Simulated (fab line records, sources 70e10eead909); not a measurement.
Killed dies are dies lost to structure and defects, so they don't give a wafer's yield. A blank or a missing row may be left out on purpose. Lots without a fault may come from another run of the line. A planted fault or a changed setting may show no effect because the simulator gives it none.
Chamber matching | flow nand_harc | NHARC_P_GATE_ALD_36 on ald_sin-01: 4 sister chambers
The step deposits SiNx, target thk 20 nm, pulse time 60 s, ald cycles 223. 4 wafers are shown with their chamber, then 8 later ones without.

WAFERS WITH THEIR CHAMBER
wafer  | chamber | heater_power_outer_w (W)
L081.3 | 3       | 545
L088.4 | 0       | 563
L088.6 | 2       | 495
L091.4 | 1       | 574

WAFERS WITHOUT THEIR CHAMBER
wafer  | heater_power_outer_w (W)
L091.3 | 576
L091.5 | 575
L094.3 | 506
L094.4 | 537
L094.1 | 564
L097.4 | 530
L097.3 | 560
L097.1 | 499

WHICH CHAMBER EACH WENT THROUGH
wafer  | from the rows above          | in truth
L091.3 | can't be placed: 1 or 0      | 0
L091.5 | can't be placed: 1 or 0      | 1
L094.3 | 2                            | 2
L094.4 | 3                            | 3
L094.1 | can't be placed: 0 or 1      | 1
L097.4 | 3                            | 3
L097.3 | can't be placed: 0 or 1 or 3 | 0
L097.1 | 2                            | 2
Placed correctly: 4 of 8. Can't be placed from these rows: 4 (the true chamber is among the candidates in 4). Placed wrongly: 0.
How it was worked out, from the rows above alone: a wafer's distance from a chamber is the root of the sum, over the readings, of the square of ((its reading less the chamber's mean) divided by the reading's scatter). The wafer belongs to the nearest chamber; if the next one is less than 2 further off, it can't be placed. A chamber's mean is the mean of its shown wafers. The scatter: with one shown wafer a chamber, the root of the mean of the squares of how far each hidden wafer lies from its nearest shown one.
